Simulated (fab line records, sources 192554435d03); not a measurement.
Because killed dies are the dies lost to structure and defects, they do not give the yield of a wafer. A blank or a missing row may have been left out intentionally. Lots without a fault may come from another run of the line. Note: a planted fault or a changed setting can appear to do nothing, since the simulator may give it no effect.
Split-lot study	flow n5Finfet	7 lots, 21 wafers read, on a route of 1938 steps

== THE SPLIT ==
At N5_SD_ACTIVATION_LSA_01 (time 0.0008 s), the setting tempC was moved away from the recipe's 1080 C on 6 of the 21 wafers read, by -2.3% to +1.9%. This setting was run at the recipe's value on the other wafers.

Split to reading: the file shows no intervening step.

== THE READING ==
RS_SD_N (ohm/sq), read at N5_SD_ACTIVATION_RS_MEAS_03 with a four-point probe. A value of 21.8 ohm/sq with a standard deviation of 0.32 ohm/sq is what fault-free wafers of this fab line usually give.

wafer	tool, chamber at the split	tempC as run, C	against the recipe	RS_SD_N, ohm/sq	against lot-mates on the recipe
L079.1	laserAnneal-01, 0	1080	recipe	21.4	-
L079.5	laserAnneal-01, 0	1080	recipe	21.3	-
L079.6	laserAnneal-01, 0	1080	recipe	21.6	-
L081.1	laserAnneal-01, 0	1059	-1.9%	24.2	+2.2
L081.2	laserAnneal-01, 0	1080	recipe	22.0	-
L081.5	laserAnneal-01, 0	1059	-1.9%	24.2	+2.2
L084.1	laserAnneal-02, 0	1080	recipe	21.1	-
L084.2	laserAnneal-02, 0	1080	recipe	21.6	-
L084.4	laserAnneal-02, 0	1080	recipe	21.4	-
L087.2	laserAnneal-01, 0	1069	-1.0%	23.2	+1.2
L087.3	laserAnneal-01, 0	1080	recipe	22.2	-
L087.4	laserAnneal-01, 0	1080	recipe	21.8	-
L091.2	laserAnneal-01, 0	1101	+1.9%	19.8	-2.2
L091.3	laserAnneal-01, 0	1080	recipe	22.0	-
L091.5	laserAnneal-01, 0	1080	recipe	22.0	-
L093.2	laserAnneal-01, 0	1080	recipe	21.8	-
L093.4	laserAnneal-01, 0	1080	recipe	21.5	-
L093.6	laserAnneal-01, 0	1080	recipe	22.3	-
L096.1	laserAnneal-02, 0	1055	-2.3%	24.4	+2.1
L096.2	laserAnneal-02, 0	1055	-2.3%	25.0	+2.7
L096.5	laserAnneal-02, 0	1080	recipe	22.3	-

FIT RESULTS
A straight line over all 21 wafers: RS_SD_N changes by -1.21 ohm/sq for each +1% of tempC; r = -0.96; the points scatter about the line by 0.35 ohm/sq.
The same after taking each lot's own level away (the mean of its wafers on the recipe; 21 wafers): -1.09 ohm/sq for each +1%; r = -0.98; scatter 0.21 ohm/sq.
Per that fit: largest tempC move, reading shift of 2.5 ohm/sq.
The lots' own levels span 21.37 to 22.30 ohm/sq, that is 2.9 times the standard deviation above.
So the slope is not independent of the lot-to-lot level: the two fits are not the same.
Check: +2.65 ohm/sq against its lot-mates is what the line predicts for one of the wafers moved furthest among these (-2.3%) when that wafer is left out of the fit. It came out at +2.1 ohm/sq against them.
Tool readings at the split's step, against how far the setting was moved: wafer_temp_C_max r = +0.99.

== THESE WAFERS: OTHER SPLITS ==
Note: prior to the reading, these wafers also went through further splits. Each is held against what the fit with the lots' levels taken away leaves over:
other split on the same wafers	wafers away from the commonest value	r with RS_SD_N (lot level and that fit taken away)
N5_ZERO_LAYER_EXPOSE_08 doseMj	6	+0.12
N5_WELL_APT_EXPOSE_22 doseMj	8	-0.11
N5_FIN_SAQP_ETCH_52 sourceW	10	+0.03
N5_FIN_SAQP_SPACER1_ALD_24 tempC	6	-0.01
N5_STI_FIN_REVEAL_ETCHBACK_08 timeS	6	+0.32
N5_SPACER0_ALD_00 aldCycles	5	-0.17
N5_SD_EPI_N_COAT_32 spinRpm	8	-0.02
N5_SD_EPI_P_EPI_21 epiGrowthTimeS	5	+0.16

== THE WHOLE CHAIN: every reading that the file lists as answering this split, in the file's order ==
step	what it does	reading	change (the file's fit)	r (the file's)
N5_SD_ACTIVATION_LSA_01	time 0.0008 s	wafer_temp_C_max	withheld for each +1% of the setting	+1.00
N5_SD_ACTIVATION_RS_MEAS_03	measures by four-point-probe	RS_SD_N	-1.09 for each +1% of the setting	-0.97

== FILE'S OWN FIT ==
RS_SD_N changes by -1.09 ohm/sq for each +1% of tempC, r = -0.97.
